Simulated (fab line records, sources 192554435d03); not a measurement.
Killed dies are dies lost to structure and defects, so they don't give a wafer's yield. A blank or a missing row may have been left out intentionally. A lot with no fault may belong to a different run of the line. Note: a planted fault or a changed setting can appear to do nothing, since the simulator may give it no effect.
Problem report, 8D (eight disciplines) form, completed by code | flow n5 finfet | the parts of the form that need people (team, actions taken, sign-off) are left out

1. THE PROBLEM
N5_BEOL_M3_OCD_MEAS_38, trench depth nm: mean 69.9 nm over 1 wafer from 1 lot; wafers with no fault: 55.3 nm, standard deviation 0.94. Measured from the usual mean, that is +16 standard deviations.
First observed at day 10 13:58: wafer L118.2, on ocd-02. The record has a number at this step for 24 wafers belonging to 8 lots. The rule behind "out" and "out of limits": a value lying over 4 standard deviations away from the usual mean. The other wafers with a number count as sound.

2. WHAT IT IS AND WHAT IT IS NOT
question                    | is                | is not
which readings at this step | trench depth nm   | -
which lots                  | L118              | L106, L107, L110, L116, L121, L125, L127
which wafers of those lots  | L118.2            | L118.1, L118.3
read on which gauges        | ocd-02            | ocd-01
when                        | from day 10 13:58 | up to then (14 sound wafers); but 9 sound wafers of L121, L125, L127 came after

3. THE SUSPECTS, EACH WITH WHAT RULES IT OUT
Counting: if a tool at a process step up to the reading ran every lot that is out, it stays a suspect. Sound lots after the first of them don't rule it out here, since some wafers of a struck lot are sound.
- the gauge at N5_BEOL_M3_OCD_MEAS_38: kept. All the wafers that are out were read on ocd-02, and no step on other tools shows them out.
- rie diel-06 at N5_BEOL_M3_STRIP_66 (strips in CF4): kept. It ran the lot that is out, L118 (day 10 06:25).
- rie diel-03 at N5_BEOL_M3_STRIP_19 (strips in O2): kept. It ran the lot that is out, L118 (day 10 06:34); its last sound lot up to then is L107 (day 7 17:13).
- rie diel-03 at N5_BEOL_M3_TRENCH_ETCH_37 (etches SiOC in C4F6/O2, target depth 55.555 nm, time 29.2 s): kept. It ran the lot that is out, L118 (day 10 13:49); its last sound lot up to then is L106 (day 7 20:52).
- At N5_BEOL_M3_STRIP_66, inside rie diel-06: chamber 0 took the wafers that are out, while their sound lot-mates went through chambers 1, 2.
- At N5_BEOL_M3_STRIP_19, inside rie diel-03: chamber 0 took the wafers that are out, while their sound lot-mates went through chambers 1, 2.
- At N5_BEOL_M3_TRENCH_ETCH_37, inside rie diel-03: chamber 1 took the wafers that are out, while their sound lot-mates went through chambers 0, 2.
Left after counting: rie diel-06 at N5_BEOL_M3_STRIP_66, rie diel-03 at N5_BEOL_M3_STRIP_19, rie diel-03 at N5_BEOL_M3_TRENCH_ETCH_37, ocd-02 at N5_BEOL_M3_OCD_MEAS_38.

4. THE CAUSE (what the simulator had put in)
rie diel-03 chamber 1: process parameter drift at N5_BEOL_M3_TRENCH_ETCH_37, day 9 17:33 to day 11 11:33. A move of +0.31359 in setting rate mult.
This tool is one of the 4 suspects left after counting.

5. THE CHAIN OF EFFECTS, in route order
One row per reading whose mean, taken over the struck wafers that have a number, lies over 3 standard deviations from the usual. Only readings for which the record gives a usual standard deviation are gone through. hours: the time from each lot's start at the first step in this table that gives one to its start at this step, as a median over the lots. sigmas: the change in usual standard deviations.
hours | step                   | reading         | usual   | on struck wafers | change | sigmas
0     | N5_BEOL_M3_OCD_MEAS_38 | trench depth nm | 55.3 nm | 69.9             | +14.6  | +16
At these later measuring or inspecting steps, every struck wafer for which the step has a row has a number for every such reading, and none has moved that far: N5_BEOL_M4_RC_MEAS_101.

6. WHAT WOULD HAVE CAUGHT IT SOONER
In this record the first reading out of limits at a measuring or inspecting step was taken at day 10 13:58, 20 hours after the fault began at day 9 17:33.
No tool reading at N5_BEOL_M3_TRENCH_ETCH_37 that has a usual standard deviation in the record was out on any struck wafer, so an alarm limit of 4 standard deviations on those readings would not have fired.
All the lots that are out (1) had begun N5_BEOL_M3_TRENCH_ETCH_37 on rie diel-03 by day 10 13:58. Holding the tool at that point would not have protected any of them.
